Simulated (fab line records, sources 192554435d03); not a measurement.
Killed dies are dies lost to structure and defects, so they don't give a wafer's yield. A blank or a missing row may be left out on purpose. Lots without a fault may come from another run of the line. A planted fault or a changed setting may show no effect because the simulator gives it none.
Split-lot experiment | flow n5_finfet | 7 lots, 21 wafers read, on a route of 1938 steps

THE SPLIT
At N5_SD_EPI_P_COAT_34 (time 60 s, resist thk 350 nm), the setting spin_rpm was moved away from the recipe's 1500 rpm on 9 of the 21 wafers read, by -11.1% to +5.5%. The other wafers ran this setting at the recipe's value.

The reading is taken at the split's own step.

THE READING
SOC_of_SD_EPI_P_COAT_34.thk_nm (the simulator's own value, which no gauge read), in nm, at N5_SD_EPI_P_COAT_34 (time 60 s, resist thk 350 nm). The file gives no usual value for it. The 12 wafers here that ran the recipe average 349.5 nm, standard deviation 0.63 nm.

wafer  | tool, chamber at the split | spin_rpm as run, rpm | against the recipe | SOC_of_SD_EPI_P_COAT_34.thk_nm, nm | against lot-mates on the recipe
L075.2 | litho_track-04, 0          | 1368                 | -8.8%              | 366.2                              | no lot-mate on the recipe
L075.3 | litho_track-04, 0          | 1368                 | -8.8%              | 366                                | no lot-mate on the recipe
L075.6 | litho_track-04, 0          | 1368                 | -8.8%              | 366                                | no lot-mate on the recipe
L083.1 | litho_track-02, 0          | 1571                 | +4.7%              | 343                                | -7.1
L083.4 | litho_track-02, 0          | 1500                 | recipe             | 349.4                              | -
L083.5 | litho_track-02, 0          | 1500                 | recipe             | 350.8                              | -
L086.3 | litho_track-05, 0          | 1500                 | recipe             | 350.2                              | -
L086.5 | litho_track-05, 0          | 1334                 | -11.1%             | 371.6                              | +21.4
L086.6 | litho_track-05, 0          | 1334                 | -11.1%             | 370.8                              | +20.6
L087.2 | litho_track-04, 0          | 1582                 | +5.5%              | 339.2                              | -9.4
L087.3 | litho_track-04, 0          | 1500                 | recipe             | 348.6                              | -
L087.6 | litho_track-04, 0          | 1582                 | +5.5%              | 339                                | -9.6
L091.2 | litho_track-04, 0          | 1500                 | recipe             | 349.6                              | -
L091.3 | litho_track-04, 0          | 1500                 | recipe             | 349.6                              | -
L091.5 | litho_track-04, 0          | 1500                 | recipe             | 348.4                              | -
L093.2 | litho_track-04, 0          | 1418                 | -5.5%              | 359.2                              | +10.0
L093.5 | litho_track-04, 0          | 1500                 | recipe             | 349.2                              | -
L093.6 | litho_track-04, 0          | 1500                 | recipe             | 349.2                              | -
L095.2 | litho_track-05, 0          | 1500                 | recipe             | 349.8                              | -
L095.3 | litho_track-05, 0          | 1500                 | recipe             | 350                                | -
L095.6 | litho_track-05, 0          | 1500                 | recipe             | 349.6                              | -

THE FIT
A straight line over all 21 wafers: SOC_of_SD_EPI_P_COAT_34.thk_nm changes by -1.88 nm for each +1% of spin_rpm; r = -1.00; the points scatter about the line by 0.8 nm.
The same after taking each lot's own level away (the mean of its wafers on the recipe; 18 wafers): -1.83 nm for each +1%; r = -1.00; scatter 0.59 nm.
On that fit, the largest move of spin_rpm shifts the reading by 20 nm.
The lots' own levels span 348.60 to 350.20 nm, that is 2.5 times the standard deviation above.
So the lot-to-lot level changes the slope little: the two slopes agree.
Check: with one of the wafers moved furthest among these (-11.1%) left out of the fit, the line predicts +20 nm for it against its lot-mates. It came out at +21.4 nm against them.

OTHER SPLITS ON THESE WAFERS
These wafers also went through other splits before the reading. Each is held against what the fit with the lots' levels taken away leaves over:
other split on the same wafers        | wafers away from the commonest value | r with SOC_of_SD_EPI_P_COAT_34.thk_nm (lot level and that fit taken away)
N5_WELL_APT_EXPOSE_05 dose_mj         | 8                                    | -0.26
N5_WELL_APT_DEVELOP_07 develop_time_s | 8                                    | +0.04
N5_FIN_SAQP_ALD_61 temp_c             | 9                                    | +0.13
N5_FIN_SAQP_PECVD_47 time_s           | 6                                    | -0.04
N5_DUMMY_GATE_EXPOSE_12 dose_mj       | 7                                    | -0.16
N5_SD_EPI_N_EPI_21 time_s             | 9                                    | +0.02

THE FILE'S OWN FIT
SOC_of_SD_EPI_P_COAT_34.thk_nm changes by -1.82 nm for each +1% of spin_rpm, r = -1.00.
